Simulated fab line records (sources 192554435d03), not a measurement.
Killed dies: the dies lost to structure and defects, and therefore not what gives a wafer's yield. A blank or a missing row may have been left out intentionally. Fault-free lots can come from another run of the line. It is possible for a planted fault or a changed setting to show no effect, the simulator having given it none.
Matching of chambers | flow n5_finfet | 4 sister chambers for N5_BEOL_M14_VIA_ETCH_16 on rie_diel-06
The step etches SiO2 in C4F8/O2/Ar, target depth 1231.3 nm. 16 wafers are shown with their chamber, then 8 later ones without.

WAFERS WITH THEIR CHAMBER
wafer  | chamber | rf_vpp_V (V) | drypump_motor_current_A (A) | showerhead_plenum_p_Torr (Torr)
L082.1 | 1       | 2287         | 6.6                         | 3.52
L082.3 | 3       | 2193         | 5.4                         | 3.63
L082.5 | 3       | 2194         | 5.4                         | 3.63
L084.2 | 3       | 2195         | 5.4                         | 3.62
L084.3 | 0       | 2283         | 5.7                         | 3.53
L084.5 | 3       | 2193         | 5.4                         | 3.62
L087.2 | 3       | 2193         | 5.4                         | 3.62
L087.3 | 0       | 2282         | 5.8                         | 3.52
L087.5 | 3       | 2192         | 5.4                         | 3.62
L086.1 | 0       | 2281         | 5.8                         | 3.52
L086.3 | 3       | 2193         | 5.4                         | 3.62
L086.4 | 1       | 2286         | 6.6                         | 3.52
L090.1 | 3       | 2193         | 5.4                         | 3.62
L090.3 | 1       | 2288         | 6.6                         | 3.51
L090.5 | 2       | 2169         | 6.3                         | 3.36
L093.3 | 2       | 2171         | 6.3                         | 3.36

SIGNATURES, as means of the wafers listed above
reading                  | chamber 0 | chamber 1 | chamber 2 | chamber 3 | scatter within a chamber
rf_vpp_V                 | 2282.00   | 2287.00   | 2170.00   | 2193.25   | 0.979
drypump_motor_current_A  | 5.767     | 6.600     | 6.300     | 5.400     | 0.0236
showerhead_plenum_p_Torr | 3.5233    | 3.5167    | 3.3600    | 3.6225    | 0.00486
Rule: a wafer's distance from a chamber is the root of the sum, over the readings, of the square of ((its reading less the chamber's mean) divided by the reading's scatter). The wafer belongs to the nearest chamber; if the next one is less than 2 further off, it can't be placed. The scatter: take each reading less its chamber's mean, square it, sum over the shown wafers, divide by the number of wafers less the number of chambers, and take the root.

WAFERS WITH NO CHAMBER GIVEN
wafer  | rf_vpp_V (V) | drypump_motor_current_A (A) | showerhead_plenum_p_Torr (Torr)
L093.4 | 2282         | 5.8                         | 3.52
L093.6 | 2286         | 6.6                         | 3.51
L092.3 | 2288         | 6.6                         | 3.51
L092.4 | 2192         | 5.4                         | 3.61
L092.6 | 2170         | 6.3                         | 3.36
L094.1 | 2191         | 5.4                         | 3.61
L094.5 | 2191         | 5.4                         | 3.61
L094.6 | 2169         | 6.3                         | 3.36

WHICH CHAMBER EACH ONE RAN IN
wafer  | from the rows above | in truth
L093.4 | 0                   | 0
L093.6 | 1                   | 1
L092.3 | 1                   | 1
L092.4 | 3                   | 3
L092.6 | 2                   | 2
L094.1 | 3                   | 3
L094.5 | 3                   | 3
L094.6 | 2                   | 2
Correctly placed: 8 of 8. Can't be placed from these rows: 0. Number placed wrongly: 0.
